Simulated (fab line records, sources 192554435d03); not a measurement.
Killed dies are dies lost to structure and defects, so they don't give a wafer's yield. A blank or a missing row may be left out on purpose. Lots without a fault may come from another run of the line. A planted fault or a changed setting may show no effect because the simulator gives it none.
fab line records | flow n5_finfet | part 2 of 2: steps 23 to 34 of 34
record lots=5 wafers=15 last_day=17
route steps=1938 shown BEOL_M12@1639 BEOL_M13@1659
lots that met no fault: from a run of the same line without faults
start_h: hours from the record's first day to the start of the lot's first wafer shown | wait_h: hours since the lot's step before | " the same as in the row above | L1.1+2: a row that stands for several wafers | - no value, or no start given | * or withheld: withheld | < > ~ a bound
route shown NAME@n: a module of which the file shows steps, and the number in the route of the first | usual: mean/standard deviation of fault-free wafers | same: alike in all rows | chamber/n: place in a boat | sites: the reading at each site | _std_site: their standard deviation | _edge_site: outer sites' mean less inner sites' | radius_mm: how far each site lies from the wafer's centre | mask NAME#n: copy n | behind: the tool/chamber that last shaped the wafer | hold: why the lot was held/for how many hours/how that ended | device: the transistor (n, p or np) that didn't switch | end of line: the same wafers' tests at the end of the route | a step without rows: its recipe alone | killed: dies lost to structure and defects at the first sort, not the wafer's yield | map: a wafer's dies, x killed, . not, _ none there
set.NAME: the setting as run; set.NAME@STEP: as run at that earlier step | model.NAME: the simulator's own value behind a step, which no gauge read
lots at some steps of the route; a table a step, a row a wafer
services: from which hour (start_h, from the record's first day; less than 0 if before it) a tool's chamber was out of use, for how many hours, and why
## steps
# step N5_BEOL_M13_COAT_58
# recipe resist=BARC temp_c=205 time_s=60 spin_rpm=1500 resist_thk_nm=89
# columns lot.wafer tool chamber start_h wait_h
L077.1+4+6 litho_track-02 0 252.76 0.0
L079.3+4+6 litho_track-02 0 281.38 0.0
L083.1+3+6 litho_track-02 0 287.39 0.0
L088.2+4+6 litho_track-01 0 321.72 0.0
L095.2+4+6 litho_track-04 0 371.12 0.0
# step N5_BEOL_M13_COAT_04
# recipe spin_rpm=1625 resist_thk_nm=400
# columns lot.wafer tool chamber start_h wait_h
L077.1+4+6 litho_track-02 0 - -
L079.3+4+6 litho_track-02 0 - -
L083.1+3+6 litho_track-02 0 - -
L088.2+4+6 litho_track-01 0 - -
L095.2+4+6 litho_track-04 0 - -
# step N5_BEOL_M13_EBR_06
# recipe solvent=PGMEA ebr_width_mm=1.5
# columns lot.wafer tool chamber start_h wait_h
L077.1+4+6 litho_track-02 0 - -
L079.3+4+6 litho_track-02 0 - -
L083.1+3+6 litho_track-02 0 - -
L088.2+4+6 litho_track-01 0 - -
L095.2+4+6 litho_track-04 0 - -
# step N5_BEOL_M13_SOFTBAKE_05
# recipe temp_c=130 time_s=60
# columns lot.wafer tool chamber start_h wait_h
L077.1+4+6 litho_track-02 0 - -
L079.3+4+6 litho_track-02 0 - -
L083.1+3+6 litho_track-02 0 - -
L088.2+4+6 litho_track-01 0 - -
L095.2+4+6 litho_track-04 0 - -
# step N5_BEOL_M13_EXPOSE_07
# recipe mask_id=V12 na=0.93 source_shape=conventional sigma_outer=0.6 polarization=unpolarized attpsm_phase_deg=180 dose_mj=24.8
# usual focus_offset_nm=-0.1/0.58
# same sigma_outer=0.6
# columns lot.wafer tool chamber start_h wait_h mask focus_offset_nm
L077.1 krf_scanner-01 0 252.98 - V12#0 -0.6
L077.4 " 0 " " V12#0 -0.2
L077.6 " 0 " " V12#0 -0.6
L079.3 krf_scanner-01 0 281.61 - V12#0 -0.2
L079.4 " 0 " " V12#0 -0.4
L079.6 " 0 " " V12#0 0.6
L083.1 krf_scanner-02 0 287.49 - V12#0 -0.9
L083.3 " 0 " " V12#0 -0.3
L083.6 " 0 " " V12#0 -0.2
L088.2 krf_scanner-01 0 321.82 - V12#0 0.1
L088.4 " 0 " " V12#0 0.7
L088.6 " 0 " " V12#0 0.7
L095.2 krf_scanner-01 0 371.22 - V12#0 -0.3
L095.4 " 0 " " V12#0 -0.3
L095.6 " 0 " " V12#0 -0.9
# step N5_BEOL_M13_PEB_08
# recipe peb_temp_c=130 peb_time_s=90
# columns lot.wafer tool chamber start_h wait_h
L077.1+4+6 litho_track-02 0 253.04 0.1
L079.3+4+6 litho_track-02 0 281.66 0.0
L083.1+3+6 litho_track-02 0 287.55 0.1
L088.2+4+6 litho_track-04 0 321.88 0.0
L095.2+4+6 litho_track-04 0 371.28 0.0
# step N5_BEOL_M13_DEVELOP_09
# recipe develop_time_s=45 rinse_liquid=diw dry=air_spin dev_temp_c=21
# columns lot.wafer tool chamber start_h wait_h
L077.1+4+6 litho_track-02 0 - -
L079.3+4+6 litho_track-02 0 - -
L083.1+3+6 litho_track-02 0 - -
L088.2+4+6 litho_track-04 0 - -
L095.2+4+6 litho_track-04 0 - -
# step N5_BEOL_M13_HARDBAKE_14
# recipe temp_c=130 time_s=120
# columns lot.wafer tool chamber start_h wait_h
L077.1+4+6 litho_track-02 0 - -
L079.3+4+6 litho_track-02 0 - -
L083.1+3+6 litho_track-02 0 - -
L088.2+4+6 litho_track-04 0 - -
L095.2+4+6 litho_track-04 0 - -
# step N5_BEOL_M13_CD_MEAS_10
# recipe target_cd_nm=190 landing_energy_ev=500 detector=se_inlens polarity=opening
# usual cd_nm=189.6/1.2
# columns lot.wafer tool chamber start_h wait_h cd_nm
L077.1 cd_sem-03 0 253.15 - 188.4
L077.4 " 0 " " 188.7
L077.6 " 0 " " 187.4
L079.3 cd_sem-01 0 281.78 - 190.1
L079.4 " 0 " " 191.2
L079.6 " 0 " " 191.3
L083.1 cd_sem-03 0 287.66 - 191.8
L083.3 " 0 " " 191.1
L083.6 " 0 " " 190.5
L088.2 cd_sem-02 0 321.99 - 190.1
L088.4 " 0 " " 189.3
L088.6 " 0 " " 190.4
L095.2 cd_sem-03 0 371.39 - 189.5
L095.4 " 0 " " 189.1
L095.6 " 0 " " 189.5
# step N5_BEOL_M13_OVL_MEAS_11
# recipe points_per_wafer=44
# usual V12_OVL=1/6.6
# columns lot.wafer tool chamber start_h wait_h V12_OVL[nm]
L077.1 overlay-02 0 253.18 0.0 3
L077.4 " 0 " " 15
L077.6 " 0 " " 7
L079.3 overlay-01 0 281.81 0.0 -4
L079.4 " 0 " " -7
L079.6 " 0 " " -7
L083.1 overlay-02 0 287.70 0.0 11
L083.3 " 0 " " 8
L083.6 " 0 " " 8
L088.2 overlay-02 0 322.02 0.0 -1
L088.4 " 0 " " 3
L088.6 " 0 " " 5
L095.2 overlay-01 0 371.42 0.0 8
L095.4 " 0 " " -4
L095.6 " 0 " " 4
# step N5_BEOL_M13_INSPECT_12
# recipe mode=adi inspect_instrument=macro
# usual raw_defect_count=2.2/1.4
# columns lot.wafer tool chamber start_h wait_h raw_defect_count
L077.1 defect_inspect-02 - 253.21 0.0 5
L077.4 " - " " 0
L077.6 " - " " 3
L079.3 defect_inspect-01 - 281.83 0.0 3
L079.4 " - " " 0
L079.6 " - " " 2
L083.1 defect_inspect-01 - 287.72 0.0 0
L083.3 " - " " 3
L083.6 " - " " 4
L088.2 defect_inspect-01 - 322.04 0.0 2
L088.4 " - " " 4
L088.6 " - " " 2
L095.2 defect_inspect-01 - 371.45 0.0 2
L095.4 " - " " 1
L095.6 " - " " 3
# step N5_BEOL_M13_DESCUM_15
# recipe chemistry=O2 time_s=7.9 source_power_w=50 bias_power_w=20 pressure_mtorr=20 rf_frequency_hz=2.712e+07 temp_c=40 o2_flow_sccm=225
# usual drypump_motor_current_A=5.5/0.55 oes_product_au=0.77/0.095 rf_fwd_power_W=49.3/0.31 rf_vpp_V=242.7/1.6 showerhead_plenum_p_Torr=2.06/0.089 throttle_valve_pct=20.35/0.2
# columns lot.wafer tool chamber start_h wait_h drypump_motor_current_A oes_product_au rf_fwd_power_W rf_hours_counter_h rf_vpp_V showerhead_plenum_p_Torr throttle_valve_pct
L077.1 rie_diel-02 0 253.45 0.2 5.2 0.85 49.5 68 245.3 2.22 20.16
L077.4 " 3 " " 5.8 0.74 49.5 162 245.1 2.09 20.43
L077.6 " 3 " " 5.9 0.76 49.4 - 243.6 2.09 20.41
L079.3 rie_diel-01 0 281.86 0.0 5.4 0.75 49.0 143 239.9 1.92 20.27
L079.4 " 1 " " 4.6 0.68 49.0 - 243.2 2.15 20.67
L079.6 " 2 " " 6.3 0.69 49.4 - 243.2 2.08 20.35
L083.1 rie_diel-01 3 287.75 0.0 5.7 0.99 49.9 5 242.8 2.05 20.06
L083.3 " 1 " " 4.7 0.68 49.1 228 243.9 2.15 20.68
L083.6 " 2 " " 6.3 0.70 48.9 - 243.2 2.08 20.37
L088.2 rie_diel-02 0 322.09 0.0 5.2 0.82 49.3 89 246.4 2.21 20.17
L088.4 " 2 " " 5.1 0.72 49.5 202 240.9 1.98 20.33
L088.6 " 0 " " 5.3 0.83 49.2 - 243.1 2.21 20.19
L095.2 rie_diel-02 1 371.48 0.0 6.3 0.72 49.5 208 242.3 1.99 20.32
L095.4 " 0 " " 5.3 0.80 49.6 106 244.6 2.20 20.21
L095.6 " 1 " " 6.3 0.73 49.7 - 242.3 1.99 20.32
## services
# columns tool chamber start_h hours kind
krf_scanner-01 - 227.92 1.3 repair
krf_scanner-01 - 231.62 1.3 pm
rie_diel-01 2 235.65 2.4 repair
rie_diel-01 3 236.99 5.4 repair
cmp-02 - 238.10 4.6 pm
wet_bench-03 - 239.61 3.1 repair
cmp-02 - 252.18 7.7 pm
krf_scanner-01 - 257.76 1.0 pm
cmp-02 - 280.94 4.0 pm
pvd_sputter-01 - 281.97 1.4 repair
rie_diel-03 2 282.26 6.2 repair
plasma_asher-01 - 285.69 9.2 pm
rie_diel-02 3 292.71 8.2 repair
rie_diel-04 1 301.83 9.3 repair
rie_diel-05 0 311.43 10.0 repair
rie_diel-05 1 312.06 1.9 repair
rie_diel-02 2 316.58 4.0 repair
ecd_cu-01 - 317.14 8.0 repair
pvd_sputter-01 - 327.03 2.4 repair
pecvd-03 - 329.53 5.4 repair
rie_diel-04 3 343.89 10.1 repair
krf_scanner-01 - 357.03 0.8 pm
rie_diel-03 2 363.57 10.7 repair
pvd_sputter-02 - 370.99 0.6 repair
